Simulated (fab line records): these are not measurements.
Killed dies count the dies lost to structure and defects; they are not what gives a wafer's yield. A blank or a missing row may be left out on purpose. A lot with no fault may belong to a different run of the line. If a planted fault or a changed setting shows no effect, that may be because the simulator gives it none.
Which tool did it? ; flow n5-finfet ; 9 lots with 27 wafers sampled at 7 steps, on a route of 1938 steps

== WHAT THE GAUGES READ, wafer by wafer ==
N5_BEOL_M2_CD_MEAS_11: target cd 16.79 nm.
lot;measured;on;cd-nm (nm)
L424;day 6 17:16;cd-sem-01;16.68 16.74 16.45
L428;day 7 19:58;cd-sem-03;17.06 16.73 16.51
L430;day 8 05:40;cd-sem-03;16.97 17.06 17.38
L431;day 8 17:50;cd-sem-01;16.73 16.98 17.01
L437;day 11 22:42;cd-sem-02;16.38 16.63 16.55
L445;day 11 23:43;cd-sem-03;16.29 16.36 16.67
L438;day 12 01:34;cd-sem-03;15.05 15.07 15.00
L443;day 12 03:40;cd-sem-02;16.77 16.57 16.50
L441;day 12 05:52;cd-sem-02;15.46 15.24 15.11

N5_BEOL_M2_CD_MEAS_18: pitch 36 nm, target cd 18 nm.
lot;measured;on;cd-nm (nm)
L424;day 6 17:55;cd-sem-02;17.6 18.1 18.0
L428;day 7 20:32;cd-sem-01;17.9 18.2 18.1
L430;day 8 06:23;cd-sem-01;18.4 18.0 18.2
L431;day 8 18:23;cd-sem-02;18.2 18.0 18.5
L437;day 11 23:28;cd-sem-01;17.5 17.8 18.3
L445;day 12 00:17;cd-sem-03;18.0 17.9 18.0
L438;day 12 02:08;cd-sem-02;16.3 16.2 15.9
L443;day 12 04:13;cd-sem-02;17.9 18.1 17.9
L441;day 12 06:27;cd-sem-02;16.4 16.7 16.7

N5_BEOL_M4_RC_MEAS_101.
lot;measured;on;DIBL_N (mV/V);DIBL_P (mV/V);IOFF_N (nA/um);IOFF_P (nA/um);ION_N (uA/um);ION_P (uA/um);SS_N (mV/dec);SS_P (mV/dec);VT_N (mV);VT_P (mV)
L424;day 7 21:03;prober-01;35.2 37.2 34.7;35.6 38.1 35.4;0.15 0.18 0.14;0.23 0.28 0.23;683 671 673;472 469 473;71.4 71.3 70.8;72.4 73.8 72.9;249 246 252;-244.8 -244.1 -244.3
L428;day 9 03:23;prober-01;36.4 33.1 37.8;36.4 32.5 39.1;0.16 0.11 0.21;0.19 0.16 0.25;669 671 688;456 460 472;71.9 71.3 72.2;73.9 72.4 74.0;251 254 243;-253.5 -256.4 -246.4
L430;day 9 10:03;prober-02;35.2 37.0 37.0;31.7 34.8 34.8;0.13 0.16 0.15;0.17 0.20 0.20;671 685 662;459 467 460;71.0 71.5 71.9;72.1 72.7 72.6;253 249 251;-252.1 -252.0 -250.5
L431;day 10 00:34;prober-01;37.3 36.9 36.4;38.1 36.6 36.7;0.17 0.17 0.16;0.25 0.22 0.22;674 680 677;468 464 466;72.4 72.2 71.0;74.2 72.9 72.9;250 250 249;-248.3 -248.9 -249.8
L437;day 13 09:56;prober-01;33.6 38.5 33.4;33.2 38.7 33.4;0.13 0.22 0.12;0.18 0.27 0.18;654 687 657;452 469 458;71.5 72.2 71.7;73.0 73.7 73.0;251 245 253;-250.5 -247.3 -251.6
L445;day 14 00:14;prober-02;36.3 38.9 38.1;37.6 40.8 39.7;0.16 0.22 0.20;0.22 0.28 0.26;682 684 709;468 473 484;71.6 72.1 71.6;73.7 74.7 74.1;251 246 245;-250.8 -246.8 -246.6
L443;day 13 20:59;prober-01;38.4 36.6 37.4;36.9 34.3 36.5;0.19 0.15 0.18;0.25 0.21 0.24;681 674 694;468 468 474;72.3 71.7 71.3;73.4 73.4 73.3;246 248 246;-245.4 -246.7 -247.4

== WHAT TOOL EACH LOT RAN ON (gives the tool, then ch and the chambers of the sampled wafers, and finally the start) ==
lot;N5_BEOL_M1_PRE_CLEAN_60;N5_BEOL_M2_HM_DEP_02;N5_BEOL_M2_EXPOSE_08;N5_BEOL_M2_ETCH_63
L424;cvd-co-02 ch 0,1, day 6 14:52;pvd-sputter-03, day 6 16:44;euv-scanner-01 ch 0, day 6 17:08;rie-diel-05 ch 1,2, day 6 17:26
L428;cvd-co-02 ch 0,1,2, day 7 17:47;pvd-sputter-01, day 7 19:27;euv-scanner-01 ch 0, day 7 19:50;rie-diel-05 ch 0,1,2, day 7 20:08
L430;cvd-co-02 ch 0,1, day 8 04:19;pvd-sputter-03, day 8 05:08;euv-scanner-02 ch 0, day 8 05:32;rie-diel-01 ch 0,1, day 8 05:50
L431;cvd-co-01 ch 1,2, day 8 16:50;pvd-sputter-03, day 8 17:19;euv-scanner-01 ch 0, day 8 17:41;rie-diel-01 ch 0,3, day 8 18:00
L437;cvd-co-01 ch 1,2, day 11 19:35;pvd-sputter-03, day 11 22:11;euv-scanner-01 ch 0, day 11 22:34;rie-diel-06 ch 0,1,3, day 11 22:53
L445;cvd-co-01 ch 0,2, day 11 22:53;pvd-sputter-03, day 11 23:20;euv-scanner-01 ch 0, day 11 23:35;rie-diel-01 ch 2,3, day 11 23:53
L438;cvd-co-02 ch 0,1,2, day 11 22:55;pvd-sputter-02, day 12 01:11;euv-scanner-01 ch 0, day 12 01:27;rie-diel-06 ch 0,2,3, day 12 01:44
L443;cvd-co-02 ch 0,1,2, day 12 02:02;pvd-sputter-03, day 12 03:15;euv-scanner-02 ch 0, day 12 03:32;rie-diel-06 ch 1,2,3, day 12 03:50
L441;cvd-co-01 ch 0,1,2, day 12 04:17;pvd-sputter-03, day 12 05:20;euv-scanner-01 ch 0, day 12 05:44;rie-diel-05 ch 0,1,3, day 12 06:04
- N5_BEOL_M1_PRE_CLEAN_60: time 15 s.
- N5_BEOL_M2_HM_DEP_02: deposits TiN, target thk 20 nm.
- N5_BEOL_M2_EXPOSE_08: exposes mask M2.
- N5_BEOL_M2_ETCH_63: etches SiARC in CF4, target depth 15.6 nm, time 26 s.

== AS READ BY THE TOOLS THEMSELVES (means over the sampled wafers that have a number; for cases with no such wafer, the mark the record gives instead) ==
N5_BEOL_M1_PRE_CLEAN_60.
lot;tool;heater-power-w (W)
L424;cvd-co-02;101
L428;cvd-co-02;86
L430;cvd-co-02;100
L431;cvd-co-01;99
L437;cvd-co-01;97
L445;cvd-co-01;94
L438;cvd-co-02;86
L443;cvd-co-02;87
L441;cvd-co-01;90

N5_BEOL_M2_HM_DEP_02.
lot;tool;throttle-valve-pct (%)
L424;pvd-sputter-03;29.6
L428;pvd-sputter-01;31.3
L430;pvd-sputter-03;29.7
L431;pvd-sputter-03;29.7
L437;pvd-sputter-03;29.7
L445;pvd-sputter-03;30.3
L438;pvd-sputter-02;30.4
L443;pvd-sputter-03;29.9
L441;pvd-sputter-03;29.9

N5_BEOL_M2_EXPOSE_08.
lot;tool;exposure-dose-mJ-cm2
L424;euv-scanner-01;41.64
L428;euv-scanner-01;41.61
L430;euv-scanner-02;41.12
L431;euv-scanner-01;41.65
L437;euv-scanner-01;41.55
L445;euv-scanner-01;41.67
L438;euv-scanner-01;37.88
L443;euv-scanner-02;41.17
L441;euv-scanner-01;38.63

N5_BEOL_M2_ETCH_63.
lot;tool;drypump-motor-current-A (A);etch-rf-on-time-s (s);mfc-ar-sccm (sccm);oes-product-au (a.u.);rf-vpp-V (V);showerhead-plenum-p-Torr (Torr);throttle-valve-pct (%)
L424;rie-diel-05;6.0;26.2;99.79;0.58;184.3;2.14;15.71
L428;rie-diel-05;5.9;25.9;99.98;0.69;184.2;2.12;15.60
L430;rie-diel-01;5.9;25.1;100.16;0.78;184.8;2.18;15.25
L431;rie-diel-01;5.9;25.5;99.81;0.72;185.0;2.17;15.69
L437;rie-diel-06;5.5;26.5;99.85;0.68;184.3;2.10;15.49
L445;rie-diel-01;5.8;26.6;99.74;0.65;184.4;2.12;15.86
L438;rie-diel-06;5.2;26.7;100.10;0.71;183.5;2.14;15.51
L443;rie-diel-06;5.2;25.8;99.79;0.69;183.3;2.09;15.62
L441;rie-diel-05;6.0;26.0;99.80;0.70;184.2;2.08;15.49

== THE ANSWER, worked out from the rows above alone ==
Rule: what is usual is taken from the lots themselves. The widest of any qualifying gaps counts: lots, ordered by their means at a reading, are off when they make up no more than a third of the lots, leave a main group of 4 or more, and stand apart from it by 3 or more times the standard deviation of that group's means. If all means in a main group match to the digits the tables above print for the reading, that group is not used. Also off: a lot with no number at a reading for which 4 or more lots have one. All remaining lots with rows at the step are treated as sound. Order of review: gauges by route order, followed by the tools' own readings, for which a lot's mean as printed above is used. At the first step where some lot is off, the reading lying furthest off is the one used; lots without a number count as furthest.
Off at N5_BEOL_M2_CD_MEAS_11 (cd-nm): L438, L441. For the main group the mean is 16.72 nm and the standard deviation 0.22.
A tool fits if, at a process step before that reading, it ran every lot that is off, and no sound lot after the first of them. The gauges at N5_BEOL_M2_CD_MEAS_11 aren't tried: what is off there is off at N5_BEOL_M2_EXPOSE_08 too, on other tools, and a gauge's error can't cause that. One candidate fits, namely euv-scanner-01 at N5_BEOL_M2_EXPOSE_08. A fault onset in the window from L445 (day 11 23:35, its last sound lot) to L438 (day 12 01:27, its first lot off) fits.
On the lots that are off, the tool's own readings at N5_BEOL_M2_EXPOSE_08 differ by more than 5 times the standard deviation of the sound lots' means, which bears it out; exposure-dose-mJ-cm2 reads 38.26 there versus 41.49 on the sound lots.

== WHAT WAS PUT IN BY THE SIMULATOR ==
Process parameters drifting: euv-scanner-01 at N5_BEOL_M2_EXPOSE_08, beginning at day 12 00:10. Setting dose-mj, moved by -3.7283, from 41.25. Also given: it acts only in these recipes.
Struck lots among those shown: L438, L441. This agrees with what the rule above found.
